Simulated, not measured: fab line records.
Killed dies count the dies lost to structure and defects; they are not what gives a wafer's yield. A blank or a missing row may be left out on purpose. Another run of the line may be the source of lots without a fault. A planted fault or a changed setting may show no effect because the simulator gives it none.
Split-lot trial	flow n5-finfet	7 lots, 21 wafers read, on a route of 1938 steps

## ON THE SPLIT
At N5_SD_EPI_P_COAT_35 (time 60 s, resist thk 35 nm), the setting spin-rpm was moved away from the recipe's 1500 rpm on 8 of the 21 wafers read, by -5.1% to +9.5%. The other wafers ran this setting at the recipe's value.

## FROM THE SPLIT TO THE READING: what the file shows between them, 6 steps
- N5_SD_EPI_P_COAT_03: resist thk 150 nm
- N5_SD_EPI_P_EBR_05
- N5_SD_EPI_P_DESCUM_14: chemistry O2, time 7.9 s
- N5_SD_EPI_P_ETCH_36: etches SiARC in CF4, target depth 45.5 nm, time 75.8 s
- N5_SD_EPI_P_ETCH_37: etches SOC in N2/H2, overetch 108 nm, time 486 s
- N5_SD_EPI_P_STRIP_38: strips in N2/H2

## THE READING
SiARC_of_SD_EPI_P_COAT_35.thk-nm (the simulator's own value, which no gauge read), in nm, at N5_SD_EPI_P_ETCHBACK_46 (etches SiNx in CH3F/O2, stops on SiO2, target depth 17.5 nm). The file gives no usual value for it. Across the 13 wafers here that went through the recipe, the average is 15.3 nm and the standard deviation 0.35 nm.

wafer	tool, chamber at the split	spin-rpm as run, rpm	against the recipe	SiARC_of_SD_EPI_P_COAT_35.thk-nm, nm	against lot-mates on the recipe
L074.2	litho-track-01, 0	1500	recipe	15	-
L074.3	litho-track-01, 0	1642	+9.5%	14	-1.0
L074.4	litho-track-01, 0	1642	+9.5%	13.6	-1.4
L076.1	litho-track-01, 0	1500	recipe	15.6	-
L076.2	litho-track-01, 0	1603	+6.9%	14.2	-0.9
L076.4	litho-track-01, 0	1500	recipe	14.6	-
L081.1	litho-track-01, 0	1500	recipe	15.2	-
L081.4	litho-track-01, 0	1500	recipe	15.2	-
L081.2	litho-track-01, 0	1500	recipe	15	-
L083.3	litho-track-03, 0	1500	recipe	15.2	-
L083.4	litho-track-03, 0	1604	+6.9%	14.2	-1.0
L083.6	litho-track-03, 0	1604	+6.9%	13.8	-1.4
L086.2	litho-track-01, 0	1500	recipe	15.8	-
L086.4	litho-track-01, 0	1500	recipe	15.6	-
L086.5	litho-track-01, 0	1500	recipe	15.6	-
L088.1	litho-track-05, 0	1500	recipe	15.6	-
L088.3	litho-track-05, 0	1620	+8.0%	14.4	-1.2
L088.4	litho-track-05, 0	1620	+8.0%	13.8	-1.8
L090.2	litho-track-01, 0	1500	recipe	14.8	-
L090.3	litho-track-01, 0	1423	-5.1%	15.8	+0.7
L090.5	litho-track-01, 0	1500	recipe	15.4	-

FIT RESULTS
A straight line over all 21 wafers: SiARC_of_SD_EPI_P_COAT_35.thk-nm changes by -0.153 nm for each +1% of spin-rpm; r = -0.90; the points scatter about the line by 0.33 nm.
The same after taking each lot's own level away (the mean of its wafers on the recipe; 21 wafers): -0.152 nm for each +1%; r = -0.92; scatter 0.27 nm.
On that fit, the largest move of spin-rpm shifts the reading by 1.4 nm.
Across the lots, their own levels run from 15.00 to 15.67 nm, a range of 1.9 times the standard deviation given above.
The two slopes agree, so the slope changes little with the lot-to-lot level.
Check: -1.56 nm against its lot-mates is what the line predicts for one of the wafers moved furthest among these (+9.5%) when that wafer is left out of the fit. It came out at -1 nm against them.

## THE WHOLE CHAIN: every reading that the file lists as answering this split, in the file's order
step	what it does	reading	change (the file's fit)	r (the file's)
N5_SD_EPI_P_COAT_35	time 60 s, resist thk 35 nm	SiARC_of_SD_EPI_P_COAT_35.thk-nm (the simulator's own value, which no gauge read)	-0.172 nm for each +1% of the setting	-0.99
N5_SD_EPI_P_ETCH_36	etches SiARC in CF4, target depth 45.5 nm, time 75.8 s	etch.depth-nm (the simulator's own value, which no gauge read)	-0.17 nm for each +1% of the setting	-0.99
N5_SD_EPI_P_ETCH_37	etches SOC in N2/H2, overetch 108 nm, time 486 s	SiARC_of_SD_EPI_P_COAT_35.thk-nm (the simulator's own value, which no gauge read)	-0.129 nm for each +1% of the setting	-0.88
N5_SD_EPI_P_ETCHBACK_46	etches SiNx in CH3F/O2, stops on SiO2, target depth 17.5 nm	SiARC_of_SD_EPI_P_COAT_35.thk-nm (the simulator's own value, which no gauge read)	-0.151 nm for each +1% of the setting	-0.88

## FILE'S OWN FIT
SiARC_of_SD_EPI_P_COAT_35.thk-nm changes by -0.151 nm for each +1% of spin-rpm, r = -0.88.
